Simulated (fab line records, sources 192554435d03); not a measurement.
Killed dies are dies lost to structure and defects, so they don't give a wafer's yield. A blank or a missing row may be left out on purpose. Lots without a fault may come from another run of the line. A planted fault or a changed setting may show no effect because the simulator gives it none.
One fault seen from 2 desks | flow n5_finfet | each desk has only its own numbers; what lay behind them comes last

THE METROLOGY DESK
What the gauges read, lot by lot, whatever tool the lot ran on: means of the sampled wafers that have a number. A lot is out of limits, marked OUT, if its mean lies more than 4 standard deviations from the usual mean; the brackets give that distance. Of its 10 readings 7 are shown: those that lie furthest out on some lot.
Columns: A = DIBL_P at N5_BEOL_M4_RC_MEAS_101, usual 36.4 mV/V; B = IOFF_P at N5_BEOL_M4_RC_MEAS_101, usual 0.22 nA/um; C = ION_P at N5_BEOL_M4_RC_MEAS_101, usual 463 uA/um; D = SS_N at N5_BEOL_M4_RC_MEAS_101, usual 71.6 mV/dec; E = SS_P at N5_BEOL_M4_RC_MEAS_101, usual 73.3 mV/dec; F = VT_N at N5_BEOL_M4_RC_MEAS_101, usual 250 mV; G = VT_P at N5_BEOL_M4_RC_MEAS_101, usual -250 mV
lot  | first seen here | A    | B    | C   | D    | E    | F   | G
L154 | day 11 12:19    | 39.1 | 0.27 | 468 | 72.2 | 74.1 | 250 | -246
L156 | day 11 17:19    | 36.1 | 0.19 | 456 | 70.9 | 73.2 | 251 | -253
L161 | day 13 12:16    | 37.3 | 0.22 | 462 | 72.3 | 73.4 | 249 | -247
L167 | day 14 09:37    | 37.6 | 0.27 | 473 | 71.9 | 73.5 | 245 | -245
L169 | day 15 18:47    | 36.9 | 0.18 | 456 | 71.9 | 73.2 | 252 | -254
L170 | day 16 21:06    | 35.9 | 0.22 | 468 | 72.0 | 72.8 | 249 | -249
This desk's finding: nothing out of limits on any of the 6 lots.

THE TOOL OWNER'S DESK: thermal_cvd_si-01
The tool's own readings at N5_HKMG_FIN_CVD_62 (deposits a-Si from Si2H6, target thk 3 nm, time 20.8 s): means of the sampled wafers that have a number, for each lot that ran on this tool. A lot is out of limits, marked OUT, if its mean lies more than 4 standard deviations from the usual mean; the brackets give that distance.
Columns: A = heater_power_w at N5_HKMG_FIN_CVD_62, usual 1415 W; B = susceptor_temp_C at N5_HKMG_FIN_CVD_62, usual 500.00 C
lot  | first seen here | A    | B
L154 | day 6 00:07     | 1312 | 494.16 (-24) OUT
L156 | day 6 13:07     | 1306 | 487.74 (-51) OUT
L170 | day 9 17:59     | 1390 | 499.97
This desk's finding: out of limits on L154, L156; first on L154, day 6 00:07 (susceptor_temp_C at N5_HKMG_FIN_CVD_62). In limits: L170.

PUT TOGETHER
The tool owner's desk could have raised an alarm at day 6 00:07, on L154, L156.
The metrology desk saw nothing out of limits.
The metrology desk has L154, L156 on record, within its limits.
Of the lots named, all ran N5_HKMG_FIN_CVD_62 on thermal_cvd_si-01.

WHAT THE SIMULATOR HAD PUT IN
Process parameter drift: thermal_cvd_si-01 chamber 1, from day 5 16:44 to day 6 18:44, at N5_HKMG_FIN_CVD_62. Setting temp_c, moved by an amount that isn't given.
Lots struck among those shown: L154, L156.
Hours from the fault's start to each desk's first reading out of limits: the tool owner's desk, 7.
